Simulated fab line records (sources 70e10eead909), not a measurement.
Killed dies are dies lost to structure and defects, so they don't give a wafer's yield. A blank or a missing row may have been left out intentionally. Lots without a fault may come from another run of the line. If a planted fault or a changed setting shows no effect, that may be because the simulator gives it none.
Struck lot and sound lot, side by side / flow nand harc / 29 out of 1159 route steps
Sound: these wafers, L357.2, L357.4, L357.6. Struck: wafer L361.2 (left out: L361.1, L361.4 of the same lot, which were not struck); the cause appears at the end.
At each step with rows: each side's tool, then ch and its chambers, then its first start. Under that, the readings that differ: sound wafers / struck wafers / difference of the means / sigmas: that difference in standard deviations of wafers without a fault.
alike: readings whose means differ by less than 2 such deviations, and words and numbers that are the same on both sides. not compared: withheld readings, readings that some wafer has no value for, bounds like >300 that may hide the same value, and numbers for which the record gives no deviation and whose values overlap.
The two part at a step that has a row with sigmas, a row that says differs or no value, or rows on one side only. Non-overlapping numbers with no deviation appear without sigmas and do not part them. Lack of a reading on every wafer of one side parts them only where that side has two or more wafers.

NHARC_A_CHANNEL_HOLE_D1_OVL_MEAS_11:
  sound on overlay-02, day 9 07:49; struck on overlay-02, day 10 02:24
  alike: overlay x nm, overlay y nm
NHARC_A_CHANNEL_HOLE_D1_INSPECT_12:
  sound on defect inspect-02, day 9 07:51; struck on defect inspect-02, day 10 02:26
  alike: raw defect count
then, 2 steps without rows for these wafers: NHARC_A_CHANNEL_HOLE_D1_DESCUM_15 (chemistry O2, time 3 s); NHARC_A_CHANNEL_HOLE_D1_ETCH_38 (etches the open film in CF4, target depth 39 nm, time 65 s).
NHARC_A_CHANNEL_HOLE_D1_ETCH_39: etches the open film in N2/H2, target depth 260 nm, time 325 s.
  sound on rie diel-09 ch 2,3; struck on rie diel-09 ch 3
  alike: drypump motor current A, oes product au, rf vpp V, showerhead plenum p Torr, throttle valve pct
  not compared: rf hours counter h
then, 1 step without rows for these wafers: NHARC_A_CHANNEL_HOLE_D1_ETCH_34 (etches the open film in CF4/CHF3, target depth 154 nm, time 77 s).
NHARC_A_CHANNEL_HOLE_D1_ETCH_16: etches the open film in O2/COS, target depth 3100 nm, time 806 s.
  sound on rie diel-09 ch 0,2,3; struck on rie diel-09 ch 0
  alike: cos flow sccm, drypump motor current A, oes product au, rf vpp V, showerhead plenum p Torr, throttle valve pct
  not compared: rf hours counter h
NHARC_A_CHANNEL_HOLE_D1_CD_MEAS_18:
  sound on cd sem-03, day 9 09:01; struck on cd sem-01, day 10 03:37
  alike: cd nm
then, 2 steps without rows for these wafers: NHARC_A_CHANNEL_HOLE_D1_ETCH_19 (etches the open film in C4F8/O2/Ar, time 34.5 s); NHARC_A_CHANNEL_HOLE_D1_ETCH_20 (etches the open film in C4F8/O2/Ar, time 361.9 s, target depth 1600 nm).
NHARC_A_CHANNEL_HOLE_D1_ETCH_21: etches the open film in C4F8/O2/Ar, time 514.3 s, target depth 1600 nm.
  sound on har etch-02 ch 0, day 9 09:31; struck on har etch-01 ch 0, day 10 04:07
  alike: drypump motor current A, showerhead plenum p Torr, throttle valve pct
  not compared: rf hours counter h
then, 1 step without rows for these wafers: NHARC_A_CHANNEL_HOLE_D1_ETCH_22 (etches the open film in C4F8/O2/Ar, time 666.7 s, target depth 1600 nm).
NHARC_A_CHANNEL_HOLE_D1_ETCH_23: etches the open film in C4F8/O2/Ar, time 819 s, target depth 1600 nm.
  sound on har etch-02 ch 0, day 9 10:32; struck on har etch-01 ch 0, day 10 05:07
  alike: drypump motor current A, showerhead plenum p Torr, throttle valve pct
  not compared: rf hours counter h
then, 2 steps without rows for these wafers: NHARC_A_CHANNEL_HOLE_D1_ETCH_24 (etches the open film in C4F8/O2/Ar, time 906.2 s, target depth 1500 nm); NHARC_A_CHANNEL_HOLE_D1_ETCH_25 (etches the open film in C4F8/O2/Ar, time 1040.2 s, target depth 1500 nm).
NHARC_A_CHANNEL_HOLE_D1_ETCH_26: etches the open film in C4F8/O2/Ar, time 224.1 s, target depth 300 nm.
  sound on har etch-02 ch 0, day 9 12:52; struck on har etch-01 ch 0, day 10 07:27
  alike: drypump motor current A, showerhead plenum p Torr, throttle valve pct
  not compared: rf hours counter h
then, 5 steps without rows for these wafers: NHARC_A_CHANNEL_HOLE_D1_ETCH_33 (etches the open film in C4F8/O2/Ar, time 90 s, target depth 400 nm); NHARC_A_CHANNEL_HOLE_D1_STRIP_41 (strips in N2/H2); NHARC_A_CHANNEL_HOLE_D1_STRIP_42 (strips in CF4/CHF3); NHARC_A_CHANNEL_HOLE_D1_STRIP_43 (strips in O2/COS); NHARC_A_CHANNEL_HOLE_D1_ETCH_44 (etches the open film in CF4/O2, target depth 140 nm, overetch 14 nm, time 77 s).
NHARC_A_CHANNEL_HOLE_D1_STRIP_27: strips in O2.
  sound on rie diel-05 ch 0,1,2; struck on rie diel-06 ch 0
  alike: drypump motor current A, oes product au, rf vpp V, showerhead plenum p Torr, throttle valve pct
  not compared: rf hours counter h
then, 2 steps without rows for these wafers: NHARC_A_CHANNEL_HOLE_D1_PRECLEAN_28 (cleans in SC1); NHARC_A_CHANNEL_HOLE_D1_SRD_29.
NHARC_A_CHANNEL_HOLE_D1_CD_MEAS_30:
  sound on cd sem-01, day 9 14:38; struck on cd sem-01, day 10 09:11
  alike: cd nm
next, for these wafers, 1 step has no rows: NHARC_A_CHANNEL_HOLE_D1_XSEM_31.
NHARC_A_CHANNEL_HOLE_D1_INSPECT_40:
  sound on defect inspect-01, day 9 14:49; struck on defect inspect-01, day 10 09:23
reading=raw defect count; sound=56 58 54; struck=521; difference=+465; sigmas=+29
then, 1 step without rows for these wafers: NHARC_A_CHANNEL_FILL_D1_PRECLEAN_00 (cleans in SC1).
-- record jumps: 14 days between struck wafers' starts before vs after; left off in module A_CHANNEL_FILL_D1, resumes in module END, first step shown is number 1159 of the route --
NHARC_END_SORT_01:
  at this point the record logs the struck wafers (prober-01 ch 0, day 24 04:37) and has no rows for the sound ones

== WHERE THEY PART ==
First at NHARC_A_CHANNEL_HOLE_D1_INSPECT_40; last, within this record, at NHARC_END_SORT_01.

WHY: what had been put in by the simulator
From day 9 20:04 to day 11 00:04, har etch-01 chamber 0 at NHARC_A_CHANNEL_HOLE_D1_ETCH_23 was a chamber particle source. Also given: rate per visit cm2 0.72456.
